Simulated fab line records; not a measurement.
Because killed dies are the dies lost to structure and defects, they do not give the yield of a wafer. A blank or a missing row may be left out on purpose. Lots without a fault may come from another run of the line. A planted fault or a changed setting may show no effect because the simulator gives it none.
Matching of chambers || flow n5Finfet || 4 sister chambers for N5_SDB_ETCH_18 on rieDiel-04
The step etches SOC in N2/H2, target depth 100 nm, overetch 20 nm, time 150 s. 18 wafers are shown with their chamber, then 9 later ones without.

== WAFERS PAIRED WITH THEIR CHAMBERS ==
{"wafer": "L074.1", "chamber": 1, "throttleValvePct (%)": 17.88, "oesProductAu (a.u.)": 0.65, "showerheadPlenumPTorr (Torr)": 2.54}
{"wafer": "L074.2", "chamber": 3, "throttleValvePct (%)": 17.57, "oesProductAu (a.u.)": 0.70, "showerheadPlenumPTorr (Torr)": 2.44}
{"wafer": "L074.3", "chamber": 2, "throttleValvePct (%)": 18.20, "oesProductAu (a.u.)": 0.64, "showerheadPlenumPTorr (Torr)": 2.42}
{"wafer": "L083.1", "chamber": 1, "throttleValvePct (%)": 17.91, "oesProductAu (a.u.)": 0.64, "showerheadPlenumPTorr (Torr)": 2.53}
{"wafer": "L083.3", "chamber": 0, "throttleValvePct (%)": 18.25, "oesProductAu (a.u.)": 0.64, "showerheadPlenumPTorr (Torr)": 2.52}
{"wafer": "L083.5", "chamber": 1, "throttleValvePct (%)": 17.91, "oesProductAu (a.u.)": 0.64, "showerheadPlenumPTorr (Torr)": 2.53}
{"wafer": "L084.1", "chamber": 0, "throttleValvePct (%)": 18.27, "oesProductAu (a.u.)": 0.63, "showerheadPlenumPTorr (Torr)": 2.52}
{"wafer": "L084.3", "chamber": 1, "throttleValvePct (%)": 17.91, "oesProductAu (a.u.)": 0.64, "showerheadPlenumPTorr (Torr)": 2.53}
{"wafer": "L084.6", "chamber": 3, "throttleValvePct (%)": 17.58, "oesProductAu (a.u.)": 0.68, "showerheadPlenumPTorr (Torr)": 2.43}
{"wafer": "L086.2", "chamber": 1, "throttleValvePct (%)": 17.93, "oesProductAu (a.u.)": 0.64, "showerheadPlenumPTorr (Torr)": 2.52}
{"wafer": "L086.5", "chamber": 0, "throttleValvePct (%)": 18.26, "oesProductAu (a.u.)": 0.63, "showerheadPlenumPTorr (Torr)": 2.52}
{"wafer": "L086.6", "chamber": 1, "throttleValvePct (%)": 17.94, "oesProductAu (a.u.)": 0.63, "showerheadPlenumPTorr (Torr)": 2.52}
{"wafer": "L085.3", "chamber": 3, "throttleValvePct (%)": 17.61, "oesProductAu (a.u.)": 0.67, "showerheadPlenumPTorr (Torr)": 2.42}
{"wafer": "L085.4", "chamber": 0, "throttleValvePct (%)": 18.26, "oesProductAu (a.u.)": 0.63, "showerheadPlenumPTorr (Torr)": 2.52}
{"wafer": "L085.5", "chamber": 1, "throttleValvePct (%)": 17.93, "oesProductAu (a.u.)": 0.64, "showerheadPlenumPTorr (Torr)": 2.52}
{"wafer": "L090.1", "chamber": 2, "throttleValvePct (%)": 17.79, "oesProductAu (a.u.)": 0.86, "showerheadPlenumPTorr (Torr)": 2.72}
{"wafer": "L090.3", "chamber": 1, "throttleValvePct (%)": 17.93, "oesProductAu (a.u.)": 0.63, "showerheadPlenumPTorr (Torr)": 2.52}
{"wafer": "L090.5", "chamber": 1, "throttleValvePct (%)": 17.94, "oesProductAu (a.u.)": 0.63, "showerheadPlenumPTorr (Torr)": 2.52}

SIGNATURES (means of the wafers above)
{"reading": "throttleValvePct", "chamber 0": 18.2600, "chamber 1": 17.9200, "chamber 2": 17.9950, "chamber 3": 17.5867, "scatter within a chamber": 0.0793}
{"reading": "oesProductAu", "chamber 0": 0.6325, "chamber 1": 0.6378, "chamber 2": 0.7500, "chamber 3": 0.6833, "scatter within a chamber": 0.0423}
{"reading": "showerheadPlenumPTorr", "chamber 0": 2.5200, "chamber 1": 2.5256, "chamber 2": 2.5700, "chamber 3": 2.4300, "scatter within a chamber": 0.0571}
Rule: for each reading, subtract the chamber's mean from the wafer's reading, divide by that reading's scatter and square the result; add these up over the readings and take the root, which gives the wafer's distance from the chamber. The wafer belongs to the nearest chamber; if the next one is less than 2 further off, it can't be placed. The scatter is the square root of a quotient: the sum, over the shown wafers, of each reading's squared deviation from its chamber's mean, divided by wafers minus chambers.

== WAFERS WITHOUT THEIR CHAMBER ==
{"wafer": "L093.1", "throttleValvePct (%)": 18.28, "oesProductAu (a.u.)": 0.62, "showerheadPlenumPTorr (Torr)": 2.51}
{"wafer": "L093.2", "throttleValvePct (%)": 17.63, "oesProductAu (a.u.)": 0.66, "showerheadPlenumPTorr (Torr)": 2.42}
{"wafer": "L093.4", "throttleValvePct (%)": 17.96, "oesProductAu (a.u.)": 0.63, "showerheadPlenumPTorr (Torr)": 2.52}
{"wafer": "L094.2", "throttleValvePct (%)": 17.62, "oesProductAu (a.u.)": 0.66, "showerheadPlenumPTorr (Torr)": 2.42}
{"wafer": "L094.4", "throttleValvePct (%)": 18.27, "oesProductAu (a.u.)": 0.62, "showerheadPlenumPTorr (Torr)": 2.51}
{"wafer": "L094.6", "throttleValvePct (%)": 17.63, "oesProductAu (a.u.)": 0.66, "showerheadPlenumPTorr (Torr)": 2.42}
{"wafer": "L095.1", "throttleValvePct (%)": 17.65, "oesProductAu (a.u.)": 0.66, "showerheadPlenumPTorr (Torr)": 2.42}
{"wafer": "L095.4", "throttleValvePct (%)": 17.80, "oesProductAu (a.u.)": 0.84, "showerheadPlenumPTorr (Torr)": 2.72}
{"wafer": "L095.6", "throttleValvePct (%)": 17.65, "oesProductAu (a.u.)": 0.66, "showerheadPlenumPTorr (Torr)": 2.42}

== WHICH CHAMBER EACH WENT THROUGH ==
{"wafer": "L093.1", "from the rows above": 0, "in truth": 0}
{"wafer": "L093.2", "from the rows above": 3, "in truth": 3}
{"wafer": "L093.4", "from the rows above": 1, "in truth": 1}
{"wafer": "L094.2", "from the rows above": 3, "in truth": 3}
{"wafer": "L094.4", "from the rows above": 0, "in truth": 0}
{"wafer": "L094.6", "from the rows above": 3, "in truth": 3}
{"wafer": "L095.1", "from the rows above": 3, "in truth": 3}
{"wafer": "L095.4", "from the rows above": "can't be placed: 2 or 1", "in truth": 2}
{"wafer": "L095.6", "from the rows above": 3, "in truth": 3}
8 of 9 placed correctly. Unplaceable from these rows: 1, with the true chamber sitting among the candidates in 1. Wrongly placed: 0.
